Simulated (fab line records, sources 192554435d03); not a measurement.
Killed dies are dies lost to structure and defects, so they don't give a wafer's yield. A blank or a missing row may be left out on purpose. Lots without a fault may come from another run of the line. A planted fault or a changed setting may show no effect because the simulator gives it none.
Split-lot experiment | flow n5_finfet | 7 lots, 21 wafers read, on a route of 1938 steps

THE SPLIT
At N5_HKMG_FIN_COAT_66 (time 60 s, resist thk 300 nm), the setting spin_rpm was moved away from the recipe's 1500 rpm on 9 of the 21 wafers read, by -9.3% to +10.4%. The other wafers ran this setting at the recipe's value.

The reading is taken at the split's own step.

THE READING
SOC_of_HKMG_FIN_COAT_66.thk_nm (the simulator's own value, which no gauge read), in nm, at N5_HKMG_FIN_COAT_66 (time 60 s, resist thk 300 nm). The file gives no usual value for it. The 12 wafers here that ran the recipe average 300.3 nm, standard deviation 1.2 nm.

wafer  | tool, chamber at the split | spin_rpm as run, rpm | against the recipe | SOC_of_HKMG_FIN_COAT_66.thk_nm, nm | against lot-mates on the recipe
L080.2 | litho_track-01, 0          | 1500                 | recipe             | 301                                | -
L080.3 | litho_track-01, 0          | 1500                 | recipe             | 300.8                              | -
L080.4 | litho_track-01, 0          | 1500                 | recipe             | 301.2                              | -
L081.1 | litho_track-01, 0          | 1411                 | -5.9%              | 309.4                              | +9.2
L081.4 | litho_track-01, 0          | 1411                 | -5.9%              | 309.6                              | +9.4
L081.5 | litho_track-01, 0          | 1500                 | recipe             | 300.2                              | -
L085.1 | litho_track-01, 0          | 1500                 | recipe             | 299.8                              | -
L085.2 | litho_track-01, 0          | 1500                 | recipe             | 300.4                              | -
L085.5 | litho_track-01, 0          | 1500                 | recipe             | 300                                | -
L086.2 | litho_track-01, 0          | 1500                 | recipe             | 297.4                              | -
L086.4 | litho_track-01, 0          | 1403                 | -6.5%              | 309.2                              | +11.8
L086.6 | litho_track-01, 0          | 1403                 | -6.5%              | 309.6                              | +12.2
L088.3 | litho_track-05, 0          | 1413                 | -5.8%              | 310.2                              | +9.1
L088.4 | litho_track-05, 0          | 1500                 | recipe             | 302.2                              | -
L088.5 | litho_track-05, 0          | 1500                 | recipe             | 300                                | -
L089.3 | litho_track-02, 0          | 1656                 | +10.4%             | 287.2                              | -14.2
L089.4 | litho_track-02, 0          | 1500                 | recipe             | 301.4                              | -
L089.6 | litho_track-02, 0          | 1656                 | +10.4%             | 286.8                              | -14.6
L097.1 | litho_track-02, 0          | 1361                 | -9.3%              | 314.6                              | +15.4
L097.3 | litho_track-02, 0          | 1361                 | -9.3%              | 314.8                              | +15.6
L097.6 | litho_track-02, 0          | 1500                 | recipe             | 299.2                              | -

THE FIT
A straight line over all 21 wafers: SOC_of_HKMG_FIN_COAT_66.thk_nm changes by -1.42 nm for each +1% of spin_rpm; r = -0.99; the points scatter about the line by 1.1 nm.
The same after taking each lot's own level away (the mean of its wafers on the recipe; 21 wafers): -1.55 nm for each +1%; r = -0.99; scatter 0.87 nm.
On that fit, the largest move of spin_rpm shifts the reading by 16 nm.
The lots' own levels span 297.40 to 301.40 nm, that is 3.4 times the standard deviation above.
So the lot-to-lot level changes the slope little: the two slopes agree.
Check: with one of the wafers moved furthest among these (+10.4%) left out of the fit, the line predicts -16.3 nm for it against its lot-mates. It came out at -14.2 nm against them.

THE WHOLE CHAIN: every reading that the file lists as answering this split, in the file's order
step                | what it does                                             | reading                                                                         | change (the file's fit)                                                       | r (the file's)
N5_HKMG_FIN_COAT_66 | time 60 s, resist thk 300 nm                             | SOC_of_HKMG_FIN_COAT_66.thk_nm (the simulator's own value, which no gauge read) | -1.57 nm for each +1% of the setting                                          | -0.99
N5_HKMG_FIN_ETCH_67 | etches SOC in N2/H2, stops on TiN, target depth 388.9 nm | TiN_of_HKMG_FIN_ALD_71.thk_nm (the simulator's own value, which no gauge read)  | not straight: 1 at the lowest setting, 0.9667 at the recipe, 0 at the highest | not given

THE FILE'S OWN FIT
SOC_of_HKMG_FIN_COAT_66.thk_nm changes by -1.57 nm for each +1% of spin_rpm, r = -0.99.
